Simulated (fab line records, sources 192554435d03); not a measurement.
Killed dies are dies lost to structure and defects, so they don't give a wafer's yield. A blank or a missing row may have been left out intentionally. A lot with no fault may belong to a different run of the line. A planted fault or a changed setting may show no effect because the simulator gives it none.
Lot-split experiment	flow n5_finfet	route with 1938 steps; 7 lots, 21 wafers read

## ABOUT THE SPLIT
At N5_MOL_CONTACT_COAG_ETCHBACK_136 (etches SiO2 in CHF3, target depth 25 nm, time 16.7 s), the setting target_depth_a was moved away from the recipe's 250 angstrom on 6 of the 21 wafers read, by -4.9% to +12.6%. For the rest of the wafers, this setting stayed at what the recipe calls for.

## BETWEEN THE SPLIT AND THE READING: the file shows 1 step in between
- N5_MOL_CONTACT_COAG_STRIP_120: strips in CHF3

## THE READING
MOL_CONTACT_COAG.feature_depth_nm (the simulator's own value, which no gauge read), in nm, at N5_MOL_CONTACT_COAG_VIA_ETCH_117 (etches SiO2 in C4F6/O2, target depth 40 nm, overetch 8 nm, time 26 s). The file gives no usual value for it. Average 40.3 nm, standard deviation 0.26 nm, over the 15 wafers here run with the recipe.

wafer	tool, chamber at the split	target_depth_a as run, angstrom	against the recipe	MOL_CONTACT_COAG.feature_depth_nm, nm	against lot-mates on the recipe
L074.2	rie_diel-01, 3,1	237.7	-4.9%	41.4	+1.0
L074.3	rie_diel-01, 3,1	237.7	-4.9%	41.4	+1.0
L074.4	rie_diel-01, 0	250	recipe	40.4	-
L076.3	rie_diel-01, 3,2,1	250	recipe	40.6	-
L076.4	rie_diel-01, 3,2,1	250	recipe	40.4	-
L076.6	rie_diel-01, 3,2,1	250	recipe	40.8	-
L080.3	rie_diel-01, 0,1,2	250	recipe	40.6	-
L080.4	rie_diel-01, 0,1,2	250	recipe	40.4	-
L080.5	rie_diel-01, 0,1,2	250	recipe	39.8	-
L085.3	rie_diel-06, 3,1	250	recipe	40.6	-
L085.4	rie_diel-06, 2	263.6	+5.4%	38.8	-1.6
L085.5	rie_diel-06, 3,1	250	recipe	40.2	-
L088.4	rie_diel-01, 3	281.4	+12.6%	37	-3.2
L088.5	rie_diel-01, 3,2	250	recipe	40.2	-
L088.6	rie_diel-01, 3,2	250	recipe	40.2	-
L091.1	rie_diel-06, 3,1,2	250	recipe	40.2	-
L091.2	rie_diel-06, 3,1,2	250	recipe	40	-
L091.6	rie_diel-06, 3,1,2	250	recipe	40.4	-
L093.2	rie_diel-06, 2,1	281.1	+12.4%	37	-3.0
L093.3	rie_diel-06, 2,1	281.1	+12.4%	36.6	-3.4
L093.5	rie_diel-06, 3	250	recipe	40	-
The file does not say which wafer passed through which chamber wherever a row lists several chambers: such a row stands for several wafers.

THE FIT
A straight line over all 21 wafers: MOL_CONTACT_COAG.feature_depth_nm changes by -0.269 nm for each +1% of target_depth_a; r = -0.98; the points scatter about the line by 0.26 nm.
The same after taking each lot's own level away (the mean of its wafers on the recipe; 21 wafers): -0.251 nm for each +1%; r = -0.99; scatter 0.21 nm.
On that fit, the largest move of target_depth_a shifts the reading by 3.2 nm.
From 40.00 to 40.60 nm: that is the span of the lots' own levels, equal to 2.3 times the standard deviation above.
So the lot-to-lot level changes the slope little: the two slopes agree.
Check: for one of the wafers moved furthest among these (+12.6%), held out of the fit, the line's prediction against its lot-mates is -3.2 nm. Against them it came out at -3.2 nm.

## OTHER SPLITS APPLIED TO THESE WAFERS
Other splits were also applied to these wafers ahead of the reading. Each is held against what the fit with the lots' levels taken away leaves over:
other split on the same wafers	wafers away from the commonest value	r with MOL_CONTACT_COAG.feature_depth_nm (lot level and that fit taken away)
N5_HKMG_FIN_ETCH_86 target_depth_a	7	+0.04
N5_MOL_CONTACT_COAG_CONTACT_ETCH_14 source_w	7	+0.21
N5_MOL_CONTACT_COAG_ETCH_67 source_w	4	+0.27

## THE WHOLE CHAIN: every reading that the file lists as answering this split, in the file's order
step	what it does	reading	change (the file's fit)	r (the file's)
N5_MOL_CONTACT_COAG_VIA_ETCH_117	etches SiO2 in C4F6/O2, target depth 40 nm, overetch 8 nm, time 26 s	etch.depth_nm (the simulator's own value, which no gauge read)	-0.249 nm for each +1% of the setting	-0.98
N5_MOL_CONTACT_COAG_VIA_ETCH_117	etches SiO2 in C4F6/O2, target depth 40 nm, overetch 8 nm, time 26 s	MOL_CONTACT_COAG.feature_depth_nm (the simulator's own value, which no gauge read)	-0.256 nm for each +1% of the setting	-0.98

## THE FILE'S OWN FIT
MOL_CONTACT_COAG.feature_depth_nm changes by -0.256 nm for each +1% of target_depth_a, r = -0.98.
